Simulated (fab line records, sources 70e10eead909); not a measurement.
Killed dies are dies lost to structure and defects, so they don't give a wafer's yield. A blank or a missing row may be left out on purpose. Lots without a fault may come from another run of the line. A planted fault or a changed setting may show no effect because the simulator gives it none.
Which tool did it? | flow nand_harc | 24 lots, 72 wafers sampled, at 6 steps of a route of 1159

WHAT THE GAUGES READ, wafer by wafer
NHARC_A_CONTACT_CD_MEAS_80.
lot  | measured     | on        | cd_nm (nm)
L074 | day 16 23:56 | cd_sem-03 | 188.3 188.7 188.9
L076 | day 17 05:11 | cd_sem-02 | 189.6 189.1 189.8
L075 | day 17 07:55 | cd_sem-03 | 189.8 189.5 189.2
L077 | day 17 23:53 | cd_sem-02 | 189.9 190.0 189.5
L079 | day 18 02:23 | cd_sem-02 | 189.9 189.5 190.3
L078 | day 18 05:52 | cd_sem-02 | 190.7 190.4 189.8
L082 | day 18 19:42 | cd_sem-02 | 190.5 190.1 190.4
L081 | day 18 21:38 | cd_sem-01 | 189.0 189.9 189.3
L080 | day 19 01:46 | cd_sem-01 | 189.2 189.2 189.7
L083 | day 19 04:44 | cd_sem-01 | 189.5 188.9 189.6
L084 | day 19 08:31 | cd_sem-02 | 191.3 190.4 190.6
L087 | day 19 18:37 | cd_sem-01 | 189.5 190.1 190.2
L088 | day 19 18:17 | cd_sem-01 | 189.7 188.8 189.2
L086 | day 19 22:34 | cd_sem-01 | 190.7 189.9 190.7
L085 | day 20 03:51 | cd_sem-01 | 189.3 190.0 190.0
L089 | day 20 08:36 | cd_sem-02 | 188.8 187.7 188.3
L090 | day 20 14:30 | cd_sem-02 | 190.3 190.3 190.4
L091 | day 20 14:17 | cd_sem-02 | 189.4 189.8 190.6
L092 | day 20 23:50 | cd_sem-01 | 190.8 190.7 190.6
L093 | day 21 11:29 | cd_sem-02 | 189.3 188.9 189.3
L094 | day 21 12:42 | cd_sem-01 | 190.0 190.5 190.2
L095 | day 21 16:37 | cd_sem-03 | 189.2 189.6 190.1
L096 | day 21 17:47 | cd_sem-03 | 190.2 189.5 189.8
L097 | day 23 00:47 | cd_sem-03 | 189.9 189.4 189.1

NHARC_A_CONTACT_INSPECT_23.
lot  | measured     | on                | raw_defect_count
L074 | day 17 16:09 | defect_inspect-02 | 445 305 476
L076 | day 17 17:40 | defect_inspect-01 | 286 360 371
L075 | day 17 18:05 | defect_inspect-02 | 455 448 730
L077 | day 18 11:07 | defect_inspect-02 | 778 700 557
L079 | day 18 11:54 | defect_inspect-02 | 443 446 260
L078 | day 18 19:46 | defect_inspect-02 | 488 619 404
L082 | day 19 05:07 | defect_inspect-01 | 311 522 313
L081 | day 19 07:31 | defect_inspect-01 | 416 489 364
L080 | day 19 10:32 | defect_inspect-02 | 511 492 318
L083 | day 19 15:06 | defect_inspect-02 | 423 237 259
L084 | day 19 23:01 | defect_inspect-01 | 393 351 384
L087 | day 20 04:28 | defect_inspect-01 | 328 329 391
L088 | day 20 03:42 | defect_inspect-01 | 443 786 532
L086 | day 20 08:23 | defect_inspect-01 | 438 732 417
L085 | day 20 14:10 | defect_inspect-02 | 595 309 335
L089 | day 20 21:23 | defect_inspect-02 | 368 448 393
L090 | day 21 11:41 | defect_inspect-02 | 299 419 372
L091 | day 21 11:10 | defect_inspect-02 | 472 625 448
L092 | day 21 12:52 | defect_inspect-02 | 417 383 409
L093 | day 21 21:18 | defect_inspect-02 | 362 334 389
L094 | day 21 22:19 | defect_inspect-02 | 413 391 473
L095 | day 22 02:16 | defect_inspect-02 | 349 336 410
L096 | day 22 03:27 | defect_inspect-02 | 382 323 519
L097 | day 23 11:01 | defect_inspect-02 | 399 586 547

WHICH TOOL RAN EACH LOT (tool, then ch and the chambers of the sampled wafers, then the start)
lot  | NHARC_A_CONTACT_DEP_58          | NHARC_A_CONTACT_ETCH_131             | NHARC_A_CONTACT_ETCH_133             | NHARC_A_CONTACT_STRIP_82
L074 | pecvd-01 ch 0,1,2, day 16 19:52 | har_cap_etch-02 ch 0,1, day 16 22:50 | har_cap_etch-02 ch 0,1, day 16 23:08 | rie_diel-13 ch 0,1,2, day 17 16:09 or earlier
L076 | pecvd-01 ch 0,1,2, day 17 00:56 | har_cap_etch-03 ch 0,1, day 17 04:07 | har_cap_etch-03 ch 0,1, day 17 04:24 | rie_diel-04 ch 0,2, day 17 17:40 or earlier
L075 | pecvd-02 ch 1,2, day 17 03:39   | har_cap_etch-02 ch 0,1, day 17 06:52 | har_cap_etch-02 ch 0,1, day 17 07:11 | rie_diel-13 ch 1,2,3, day 17 18:05 or earlier
L077 | pecvd-01 ch 0,1,2, day 17 19:49 | har_cap_etch-02 ch 0,1, day 17 22:47 | har_cap_etch-02 ch 0,1, day 17 23:04 | rie_diel-04 ch 1,2,3, day 18 11:07 or earlier
L079 | pecvd-02 ch 0,1,2, day 17 22:15 | har_cap_etch-01 ch 0,1, day 18 01:19 | har_cap_etch-01 ch 0,1, day 18 01:35 | rie_diel-01 ch 0,2,3, day 18 11:54 or earlier
L078 | pecvd-03 ch 0,1, day 18 01:31   | har_cap_etch-03 ch 0,1, day 18 04:48 | har_cap_etch-03 ch 0,1, day 18 05:05 | rie_diel-01 ch 1,2,3, day 18 19:46 or earlier
L082 | pecvd-03 ch 0,1,2, day 18 15:29 | har_cap_etch-02 ch 1, day 18 18:37   | har_cap_etch-02 ch 1, day 18 18:55   | rie_diel-04 ch 2,3, day 19 05:07 or earlier
L081 | pecvd-02 ch 1,2, day 18 17:24   | har_cap_etch-03 ch 0,1, day 18 20:33 | har_cap_etch-03 ch 0,1, day 18 20:52 | rie_diel-01 ch 0,3, day 19 07:31 or earlier
L080 | pecvd-02 ch 0,1,2, day 18 21:37 | har_cap_etch-01 ch 0,1, day 19 00:44 | har_cap_etch-01 ch 0,1, day 19 01:04 | rie_diel-04 ch 0,1,2, day 19 10:32 or earlier
L083 | pecvd-02 ch 0,2, day 19 00:34   | har_cap_etch-02 ch 1, day 19 03:40   | har_cap_etch-02 ch 1, day 19 03:58   | rie_diel-01 ch 1,2,3, day 19 15:06 or earlier
L084 | pecvd-03 ch 0,2, day 19 03:47   | har_cap_etch-03 ch 0,1, day 19 07:16 | har_cap_etch-03 ch 0,1, day 19 07:38 | rie_diel-01 ch 1,2,3, day 19 23:01 or earlier
L087 | pecvd-03 ch 1,2, day 19 12:52   | har_cap_etch-03 ch 0,1, day 19 17:06 | har_cap_etch-03 ch 0,1, day 19 17:37 | rie_diel-01 ch 0,2, day 20 04:28 or earlier
L088 | pecvd-02 ch 0,1,2, day 19 13:36 | har_cap_etch-01 ch 0,1, day 19 17:11 | har_cap_etch-01 ch 0,1, day 19 17:29 | rie_diel-04 ch 1,2,3, day 20 03:42 or earlier
L086 | pecvd-01 ch 0,1, day 19 18:32   | har_cap_etch-01 ch 0,1, day 19 21:31 | har_cap_etch-01 ch 0,1, day 19 21:51 | rie_diel-01 ch 1,2,3, day 20 08:23 or earlier
L085 | pecvd-01 ch 1,2, day 19 23:28   | har_cap_etch-02 ch 0,1, day 20 02:49 | har_cap_etch-02 ch 0,1, day 20 03:10 | rie_diel-01 ch 0,2,3, day 20 14:10 or earlier
L089 | pecvd-02 ch 1,2, day 20 04:19   | har_cap_etch-01 ch 0,1, day 20 07:32 | har_cap_etch-01 ch 0,1, day 20 07:49 | rie_diel-01 ch 0,2,3, day 20 21:23 or earlier
L090 | pecvd-01 ch 1,2, day 20 09:53   | har_cap_etch-02 ch 0,1, day 20 13:01 | har_cap_etch-02 ch 0,1, day 20 13:20 | rie_diel-13 ch 0,1,2, day 21 11:41 or earlier
L091 | pecvd-02 ch 1,2, day 20 10:03   | har_cap_etch-01 ch 0,1, day 20 13:10 | har_cap_etch-01 ch 0,1, day 20 13:27 | rie_diel-13 ch 1,2,3, day 21 11:10 or earlier
L092 | pecvd-02 ch 0,2, day 20 19:53   | har_cap_etch-02 ch 0,1, day 20 22:48 | har_cap_etch-02 ch 0,1, day 20 23:07 | rie_diel-13 ch 0,3, day 21 12:52 or earlier
L093 | pecvd-02 ch 0,1, day 21 07:26   | har_cap_etch-03 ch 1, day 21 10:25   | har_cap_etch-03 ch 1, day 21 10:42   | rie_diel-04 ch 0,3, day 21 11:53
L094 | pecvd-03 ch 1,2, day 21 08:33   | har_cap_etch-01 ch 0,1, day 21 11:38 | har_cap_etch-01 ch 0,1, day 21 11:55 | rie_diel-13 ch 1,2, day 21 22:19 or earlier
L095 | pecvd-02 ch 1,2, day 21 12:19   | har_cap_etch-02 ch 0,1, day 21 15:35 | har_cap_etch-02 ch 0,1, day 21 15:55 | rie_diel-04 ch 0,1,2, day 22 02:16 or earlier
L096 | pecvd-03 ch 0,1, day 21 13:32   | har_cap_etch-03 ch 0,1, day 21 16:35 | har_cap_etch-03 ch 0,1, day 21 16:52 | rie_diel-04 ch 0,1,3, day 22 03:27 or earlier
L097 | pecvd-03 ch 0,1, day 22 20:43   | har_cap_etch-02 ch 0,1, day 22 23:43 | har_cap_etch-02 ch 0,1, day 22 23:59 | rie_diel-13 ch 1,2,3, day 23 11:01 or earlier
- NHARC_A_CONTACT_DEP_58: deposits SiON, target thk 60 nm.
- NHARC_A_CONTACT_ETCH_131: etches the open film in C4F8/O2/Ar, time 155 s, target depth 956 nm.
- NHARC_A_CONTACT_ETCH_133: etches the open film in C4F8/O2/Ar, time 195 s, target depth 840 nm.
- NHARC_A_CONTACT_STRIP_82: strips in O2.

WHAT THE TOOLS THEMSELVES READ (means of the sampled wafers that have a number; where no wafer has one, the mark that the record gives instead)
NHARC_A_CONTACT_DEP_58.
lot  | tool     | heater_power_w (W) | rf_fwd_power_W (W)
L074 | pecvd-01 | 702                | 349.8
L076 | pecvd-01 | 721                | 349.1
L075 | pecvd-02 | 690                | 348.5
L077 | pecvd-01 | 670                | 348.4
L079 | pecvd-02 | 695                | 348.0
L078 | pecvd-03 | 828                | 348.8
L082 | pecvd-03 | 840                | 349.5
L081 | pecvd-02 | 744                | 348.3
L080 | pecvd-02 | 694                | 348.9
L083 | pecvd-02 | 656                | 347.4
L084 | pecvd-03 | 910                | 347.7
L087 | pecvd-03 | 830                | 348.0
L088 | pecvd-02 | 715                | 348.4
L086 | pecvd-01 | 812                | 348.6
L085 | pecvd-01 | 601                | 347.9
L089 | pecvd-02 | 744                | 348.7
L090 | pecvd-01 | 729                | 348.6
L091 | pecvd-02 | 697                | 347.4
L092 | pecvd-02 | 599                | 348.9
L093 | pecvd-02 | 723                | 349.4
L094 | pecvd-03 | 708                | 347.7
L095 | pecvd-02 | 642                | 349.3
L096 | pecvd-03 | 888                | 348.2
L097 | pecvd-03 | 771                | 347.7

NHARC_A_CONTACT_STRIP_82.
lot  | tool        | drypump_motor_current_A (A) | oes_product_au (a.u.) | rf_vpp_V (V) | showerhead_plenum_p_Torr (Torr) | throttle_valve_pct (%)
L074 | rie_diel-13 | 5.8                         | 0.994                 | 57.1         | 3.41                            | 17.038
L076 | rie_diel-04 | 6.0                         | 0.988                 | 57.5         | 3.46                            | 17.024
L075 | rie_diel-13 | 5.8                         | 0.998                 | 57.8         | 3.55                            | 17.037
L077 | rie_diel-04 | 6.3                         | 1.009                 | 58.6         | 3.55                            | 17.031
L079 | rie_diel-01 | 5.4                         | 1.005                 | 57.6         | 3.44                            | 17.026
L078 | rie_diel-01 | 5.4                         | 0.992                 | 57.2         | 3.35                            | 17.035
L082 | rie_diel-04 | 6.3                         | 0.999                 | 58.4         | 3.64                            | 17.032
L081 | rie_diel-01 | 5.2                         | 0.997                 | 57.9         | 3.55                            | 17.044
L080 | rie_diel-04 | 6.2                         | 1.014                 | 57.0         | 3.52                            | 17.034
L083 | rie_diel-01 | 5.5                         | 1.005                 | 57.7         | 3.34                            | 17.038
L084 | rie_diel-01 | 5.4                         | 1.011                 | 57.9         | 3.34                            | 17.047
L087 | rie_diel-01 | 5.2                         | 1.004                 | 56.5         | 3.44                            | 17.038
L088 | rie_diel-04 | 6.3                         | 1.005                 | 57.8         | 3.54                            | 17.038
L086 | rie_diel-01 | 5.5                         | 1.002                 | 57.4         | 3.34                            | 17.036
L085 | rie_diel-01 | 5.4                         | 1.000                 | 57.9         | 3.43                            | 17.035
L089 | rie_diel-01 | 5.4                         | 1.002                 | 57.4         | 3.43                            | 17.032
L090 | rie_diel-13 | 5.8                         | 0.998                 | 57.6         | 3.40                            | 17.042
L091 | rie_diel-13 | 5.9                         | 0.997                 | 57.2         | 3.53                            | 17.040
L092 | rie_diel-13 | 5.3                         | 0.996                 | 57.3         | 3.45                            | 17.037
L093 | rie_diel-04 | 6.1                         | 1.000                 | 57.8         | 3.50                            | 17.031
L094 | rie_diel-13 | 6.1                         | 1.003                 | 58.2         | 3.44                            | 17.030
L095 | rie_diel-04 | 6.2                         | 1.003                 | 58.2         | 3.69                            | 17.030
L096 | rie_diel-04 | 6.2                         | 1.008                 | 58.9         | 3.54                            | 17.047
L097 | rie_diel-13 | 5.8                         | 0.992                 | 58.1         | 3.52                            | 17.035

THE ANSWER, worked out from the rows above alone
Rule: what is usual is taken from the lots themselves. Put in order of their means at a reading, lots are off if they are a third of the lots or fewer, leave a main group of 4 or more, and stand apart from it by a gap of 3 or more times the standard deviation of the main group's means; of several such gaps the widest counts. A main group whose means are all the same, to the digits that the tables above print for the reading, isn't used. A lot without any number at a reading at which 4 lots or more have one is off too. The other lots that the step has rows for count as sound. The gauges are gone through in route order, then the tools' own readings, and for those a lot's mean is taken as printed above. The first step at which some lot is off is used, and at that step the reading that is off furthest; a lot without a number counts as furthest.
No lot is off at any reading shown: from this, nothing can be told.

WHAT THE SIMULATOR HAD PUT IN
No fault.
